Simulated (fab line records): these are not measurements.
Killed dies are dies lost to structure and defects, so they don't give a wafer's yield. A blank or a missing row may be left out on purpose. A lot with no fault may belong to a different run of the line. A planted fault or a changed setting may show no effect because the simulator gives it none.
fab line records -- flow n5-finfet
[record] lots = 11, wafers = 31, last-day = 18
route steps=1938 shown BEOL_M10@1506 BEOL_M11@1538
lots that met no fault: from a run of the same line without faults
start-h: hours from the record's first day to the start of the lot's first wafer shown -- wait-h: hours elapsed since this lot's preceding step -- " unchanged from the row above -- L1.1+2: one row covering several wafers at once -- - no value, or no start given -- * or withheld: withheld -- < > ~ a bound
route shown NAME@n: names a module that has steps shown in the file, with the first one's number in the route -- usual: mean/standard deviation taken from wafers without a fault -- same: alike in all rows -- chamber/n: place in a boat -- sites: the reading at each site -- _std_site: the values' standard deviation -- _edge_site: the outer-site mean with the inner-site mean subtracted -- radius-mm: for every site, how far away it sits from the centre of the wafer -- mask NAME#n: copy n -- behind: the most recent tool/chamber to have shaped the wafer -- hold: why the lot was held/for how many hours/how that ended -- device: names the non-switching transistor (n, p or np) -- end of line: tests run on the same wafers once the route is complete -- a step with no rows: only its recipe -- killed: the dies lost at the first sort to structure and to defects; this is not the yield of the wafer -- map: shows each die of a wafer: x if killed, . if not, _ if none is there
set.NAME: the run value of the setting; set.NAME@STEP: its run value at that earlier step -- model.NAME: the simulator's own value behind a step, which no gauge read
steps of the route over a sample of lots; a table a step, a row a wafer
services: the hour from which a tool's chamber was out of use, counted from the record's first day as start-h (under 0 if before that day), plus the number of hours and why
[[steps]]
[step N5_BEOL_M10_ETCH_65]
[recipe] chemistry = CF4, target = SiARC, target-depth-a = 390, mask-material = CAR-ArF, time-s = 65, ion-energy-ev = 80, pressure-mtorr = 40, source-w = 545, bias-w = 36, Ar_flow_sccm = 100, cf4-flow-sccm = 100, ends = cleared
[usual] drypump-motor-current-A = 5.9/0.43, etch-rf-on-time-s = 64.3/1.6, oes-product-au = 0.70/0.096, rf-vpp-V = 183.8/1.1, showerhead-plenum-p-Torr = 2.12/0.06, throttle-valve-pct = 15.52/0.22
lot.wafer,tool,chamber,start-h,wait-h,drypump-motor-current-A,etch-rf-on-time-s,oes-product-au,rf-hours-counter-h,rf-vpp-V,showerhead-plenum-p-Torr,throttle-valve-pct
L414.1,rie-diel-03,2,227.39,0.0,5.5,62.3,0.87,2,183.9,2.11,15.21
L414.3,rie-diel-03,1,227.39,0.0,6.3,65.7,0.64,136,184.4,2.14,15.61
L414.5,rie-diel-03,1,227.39,0.0,6.4,65.8,0.65,-,185.5,2.14,15.62
L413.2,rie-diel-03,1,230.30,0.0,6.3,65.7,0.64,138,183.4,2.14,15.62
L413.3,rie-diel-03,2,230.30,0.0,5.5,62.4,0.86,3,183.8,2.11,15.21
L413.6,rie-diel-03,3,230.30,0.0,5.9,63.4,0.61,-,184.3,2.12,15.50
L415.2,rie-diel-02,1,239.19,0.0,5.4,67.5,0.60,207,185.4,2.22,15.55
L415.3,rie-diel-02,0,239.19,0.0,6.3,65.2,0.63,169,181.9,1.96,15.73
L415.5,rie-diel-02,1,239.19,0.0,5.4,67.7,0.60,-,185.6,2.21,15.54
L422.4,rie-diel-05,3,277.19,0.0,6.5,63.4,0.60,-,184.0,2.19,15.94
L422.5,rie-diel-05,2,277.19,0.0,5.5,66.4,0.72,-,183.4,2.09,15.30
L423.1,rie-diel-05,2,293.68,0.0,5.5,65.7,0.72,61,183.8,2.09,15.32
L423.4,rie-diel-05,3,293.68,0.0,6.5,63.0,0.58,246,185.5,2.19,15.96
L424.2,rie-diel-03,2,302.24,0.0,5.5,61.8,0.79,29,183.3,2.10,15.27
L424.3,rie-diel-03,3,302.24,0.0,5.9,62.9,0.60,238,184.9,2.12,15.53
L424.5,rie-diel-03,1,302.24,0.0,6.3,65.2,0.63,-,183.8,2.13,15.67
L427.2,rie-diel-03,2,313.25,0.0,5.4,61.8,0.79,34,183.7,2.10,15.27
L427.5,rie-diel-03,1,313.25,0.0,6.3,65.1,0.62,-,183.4,2.13,15.70
L427.6,rie-diel-03,0,313.25,0.0,6.3,62.6,0.80,-,184.5,2.10,15.42
L430.1,rie-diel-05,1,320.32,0.0,5.1,62.4,0.82,11,185.2,2.18,15.47
L430.3,rie-diel-05,2,320.32,0.0,5.5,65.6,0.71,71,183.8,2.08,15.36
L430.5,rie-diel-05,2,320.32,0.0,5.5,66.0,0.70,-,181.8,2.08,15.34
L432.1,rie-diel-02,3,340.52,0.0,5.9,65.8,0.66,108,184.3,2.06,15.69
L432.4,rie-diel-02,0,340.52,0.0,6.3,64.8,0.60,204,182.4,1.95,15.79
L432.5,rie-diel-02,2,340.52,0.0,5.8,64.6,0.72,-,181.4,2.09,15.53
L435.2,rie-diel-05,0,360.77,0.0,5.8,63.7,0.78,34,183.0,2.18,15.17
L435.3,rie-diel-05,3,360.77,0.0,6.5,63.1,0.82,12,185.3,2.18,15.49
L435.5,rie-diel-05,3,360.77,0.0,6.5,63.2,0.82,-,183.8,2.18,15.51
L436.1,rie-diel-05,2,374.05,0.0,5.5,65.8,0.69,92,182.5,2.07,15.37
L436.3,rie-diel-05,1,374.05,0.0,5.2,62.1,0.78,34,184.9,2.17,15.51
L436.5,rie-diel-05,3,374.05,0.0,6.5,63.3,0.80,-,183.7,2.18,15.52
[step N5_BEOL_M10_CURE_72]
[recipe] temp-c = 370, time-s = 120, ambient = DMADMS/He, material = SiCOH_lowk
[usual] lamp-power-pct = 52.31/0.056, wafer_temp_C_max = 372.1/0.84
lot.wafer,tool,chamber,start-h,wait-h,lamp-power-pct,wafer_temp_C_max
L414.1,uv-cure-02,1,228.30,0.3,52.35,371.6
L414.3,uv-cure-02,1,228.30,0.3,52.24,371.4
L414.5,uv-cure-02,1,228.30,0.3,52.34,371.5
L413.2,uv-cure-01,2,231.01,0.1,52.27,372.7
L413.3,uv-cure-01,2,231.01,0.1,52.28,372.2
L413.6,uv-cure-01,2,231.01,0.1,52.35,371.5
L415.2,uv-cure-03,2,239.89,0.1,52.33,371.8
L415.3,uv-cure-03,2,239.89,0.1,52.30,371.8
L415.5,uv-cure-03,2,239.89,0.1,52.30,372.2
L422.4,uv-cure-02,1,277.97,0.2,52.25,371.4
L422.5,uv-cure-02,1,277.97,0.2,52.30,371.1
L423.1,uv-cure-02,2,294.33,0.0,52.30,374.1
L423.4,uv-cure-02,2,294.33,0.0,52.34,373.2
L424.2,uv-cure-03,2,302.94,0.1,52.29,372.5
L424.3,uv-cure-03,2,302.94,0.1,52.32,373.7
L424.5,uv-cure-03,2,302.94,0.1,52.37,372.7
L427.2,uv-cure-01,1,314.11,0.2,52.36,371.2
L427.5,uv-cure-01,1,314.11,0.2,52.40,371.0
L427.6,uv-cure-01,1,314.11,0.2,52.37,371.4
L430.1,uv-cure-02,0,321.12,0.2,52.23,372.0
L430.3,uv-cure-02,0,321.12,0.2,52.26,371.9
L430.5,uv-cure-02,0,321.12,0.2,52.20,371.7
L432.1,uv-cure-01,2,341.25,0.0,52.24,372.1
L432.4,uv-cure-01,2,341.25,0.0,52.26,371.2
L432.5,uv-cure-01,2,341.25,0.0,52.31,372.2
L435.2,uv-cure-03,0,361.48,0.1,52.34,372.8
L435.3,uv-cure-03,0,361.48,0.1,52.34,371.6
L435.5,uv-cure-03,0,361.48,0.1,52.34,372.7
L436.1,uv-cure-03,1,374.71,0.0,52.33,371.6
L436.3,uv-cure-03,1,374.71,0.0,52.32,373.1
L436.5,uv-cure-03,1,374.71,0.0,52.35,372.6
[step N5_BEOL_M10_ECD_50]
[recipe] material = Cu, target-thk-a = 3180
lot.wafer,tool,chamber,start-h,wait-h
L414.1+3+5,ecd-cu-02,"0,1,0",230.90,0.1
L413.2+3+6,ecd-cu-02,"0,1,0",232.03,0.1
L415.2+3+5,ecd-cu-01,"1,0,1",241.31,0.1
L422.4+5,ecd-cu-01,1,279.67,0.1
L423.1+4,ecd-cu-01,"0,1",297.07,0.1
L424.2+3+5,ecd-cu-01,1,304.52,0.1
L427.2+5+6,ecd-cu-02,"1,0,1",315.74,0.1
L430.1+3+5,ecd-cu-02,"0,1,1",322.54,0.1
L432.1+4+5,ecd-cu-02,"0,1,0",342.62,0.1
L435.2+3+5,ecd-cu-02,"1,0,1",363.03,0.1
L436.1+3+5,ecd-cu-02,"1,1,0",376.26,0.1
[step N5_BEOL_M10_CMP_52]
[recipe] stop-on = SiCOH_lowk, t-overpolish-s = 7, down-force-psi = 1, platen-rpm = 50, clearing-platen-down-force-psi = 1.5, clearing-platen-rpm = 50, post-cmp-clean = cu-alkaline, target-thk-nm = 140, clearing-platen-pad-velocity-m-s = 0.99484, pad-velocity-m-s = 0.99484
[usual] motor-current-A = 6.1/0.48, time-to-endpoint-s = 66/3.4
lot.wafer,tool,chamber,start-h,wait-h,motor-current-A,time-to-endpoint-s
L414.3,cmp-01,2,234.43,0.2,6.2,67
L414.1,cmp-01,0,234.43,0.2,5.9,66
L414.5,cmp-01,3,234.43,0.2,6.1,66
L413.3,cmp-01,3,235.54,0.2,5.9,66
L413.2,cmp-01,1,235.54,0.2,5.5,66
L413.6,cmp-01,2,235.54,0.2,6.0,63
L415.2,cmp-01,1,243.50,0.2,6.1,67
L415.3,cmp-01,3,243.50,0.2,6.2,68
L415.5,cmp-01,1,243.50,0.2,5.6,63
L422.4,cmp-01,2,280.46,0.2,6.1,62
L422.5,cmp-01,1,280.46,0.2,5.8,120
L423.4,cmp-02,2,297.96,0.1,5.4,66
L423.1,cmp-02,0,297.96,0.1,6.3,127
L424.3,cmp-02,1,305.60,0.2,6.1,67
L424.2,cmp-02,3,305.60,0.2,5.9,65
L424.5,cmp-02,0,305.60,0.2,6.2,133
L427.2,cmp-01,2,317.11,0.5,6.1,65
L427.6,cmp-01,0,317.11,0.5,5.4,61
L427.5,cmp-01,1,317.11,0.5,6.0,65
L430.3,cmp-04,0,323.06,0.2,6.5,71
L430.1,cmp-04,2,323.06,0.2,6.6,72
L430.5,cmp-04,0,323.06,0.2,6.4,73
L432.1,cmp-02,1,343.10,0.3,6.0,67
L432.4,cmp-02,2,343.10,0.3,5.7,73
L432.5,cmp-02,0,343.10,0.3,6.4,73
L435.2,cmp-04,2,363.57,0.2,6.7,72
L435.3,cmp-04,1,363.57,0.2,6.8,67
L435.5,cmp-04,2,363.57,0.2,6.9,66
L436.3,cmp-01,0,376.82,0.2,5.6,62
L436.1,cmp-01,1,376.82,0.2,5.3,64
L436.5,cmp-01,1,376.82,0.2,5.7,62
[step N5_BEOL_M11_THK_MEAS_01]
[recipe] reads = SiCOH_lowk_of_BEOL_M11_ILD_DEP_00
[usual] M11_ILD_THK = 269/4.2
lot.wafer,tool,chamber,start-h,wait-h,M11_ILD_THK[nm]
L414.1,film-metro-01,-,235.54,0.4,269
L414.3,film-metro-01,-,235.54,0.4,271
L414.5,film-metro-01,-,235.54,0.4,273
L413.2,film-metro-01,-,236.59,0.4,265
L413.3,film-metro-01,-,236.59,0.4,259
L413.6,film-metro-01,-,236.59,0.4,266
L415.2,film-metro-02,-,244.54,0.4,272
L415.3,film-metro-02,-,244.54,0.4,270
L415.5,film-metro-02,-,244.54,0.4,278
L422.4,film-metro-02,-,281.47,0.2,270
L422.5,film-metro-02,-,281.47,0.2,272
L423.1,film-metro-02,-,299.05,0.4,266
L423.4,film-metro-02,-,299.05,0.4,274
L424.2,film-metro-01,-,306.65,0.4,264
L424.3,film-metro-01,-,306.65,0.4,270
L424.5,film-metro-01,-,306.65,0.4,274
L427.2,film-metro-01,-,318.12,0.4,261
L427.5,film-metro-01,-,318.12,0.4,266
L427.6,film-metro-01,-,318.12,0.4,269
L430.1,film-metro-01,-,324.78,0.8,266
L430.3,film-metro-01,-,324.78,0.8,267
L430.5,film-metro-01,-,324.78,0.8,272
L432.1,film-metro-01,-,344.11,0.4,263
L432.4,film-metro-01,-,344.11,0.4,269
L432.5,film-metro-01,-,344.11,0.4,267
L435.2,film-metro-02,-,364.65,0.4,263
L435.3,film-metro-02,-,364.65,0.4,268
L435.5,film-metro-02,-,364.65,0.4,269
L436.1,film-metro-01,-,377.94,0.4,270
L436.3,film-metro-01,-,377.94,0.4,272
L436.5,film-metro-01,-,377.94,0.4,274
[[services]]
tool,chamber,start-h,hours,kind
cmp-01,-,207.65,1.6,repair
uv-cure-02,-,213.58,11.4,repair
rie-diel-03,1,217.32,3.5,repair
uv-cure-03,-,219.99,14.6,pm
uv-cure-01,-,238.22,2.1,pm
ecd-cu-02,-,252.82,2.7,repair
rie-diel-05,3,253.97,1.8,repair
ecd-cu-01,-,255.95,1.8,repair
uv-cure-01,-,262.91,1.0,pm
rie-diel-03,3,272.91,8.3,repair
cmp-01,-,276.31,4.0,pm
uv-cure-02,-,282.70,0.8,repair
uv-cure-02,-,290.68,1.0,pm
rie-diel-03,2,308.08,2.5,repair
rie-diel-03,3,308.34,5.9,repair
rie-diel-03,1,314.59,8.3,repair
ecd-cu-01,-,316.42,5.9,pm
ecd-cu-02,-,331.19,3.0,repair
rie-diel-05,2,335.38,4.5,repair
uv-cure-03,-,338.82,4.3,pm
uv-cure-01,-,343.16,1.2,repair
rie-diel-03,1,370.41,3.2,repair
uv-cure-02,-,373.22,2.8,pm
rie-diel-03,3,376.39,2.1,repair
[[key]]
[first-sign] step = N5_BEOL_M10_CMP_52, reading = time-to-endpoint-s, direction = up, sigmas = 18, usual = *, struck = *
effect none on later readings
met-at N5_BEOL_M10_ECD_50
struck-lots L422,L423,L424
struck-wafers L422.5,L423.1,L424.5
not-acting-at N5_BEOL_M10_ETCH_65,N5_BEOL_M10_CURE_72,N5_BEOL_M11_THK_MEAS_01
onset-between 241.31 279.67
[fault] kind = process-parameter-drift, tool = ecd-cu-01, chamber = -, onset-h = 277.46, steps = N5_BEOL_M10_ECD_50, channel = target-thk-a, offset = *, shape = step, end-h = 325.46, scope = struck-wafers-only, acts-in = *, stated = *
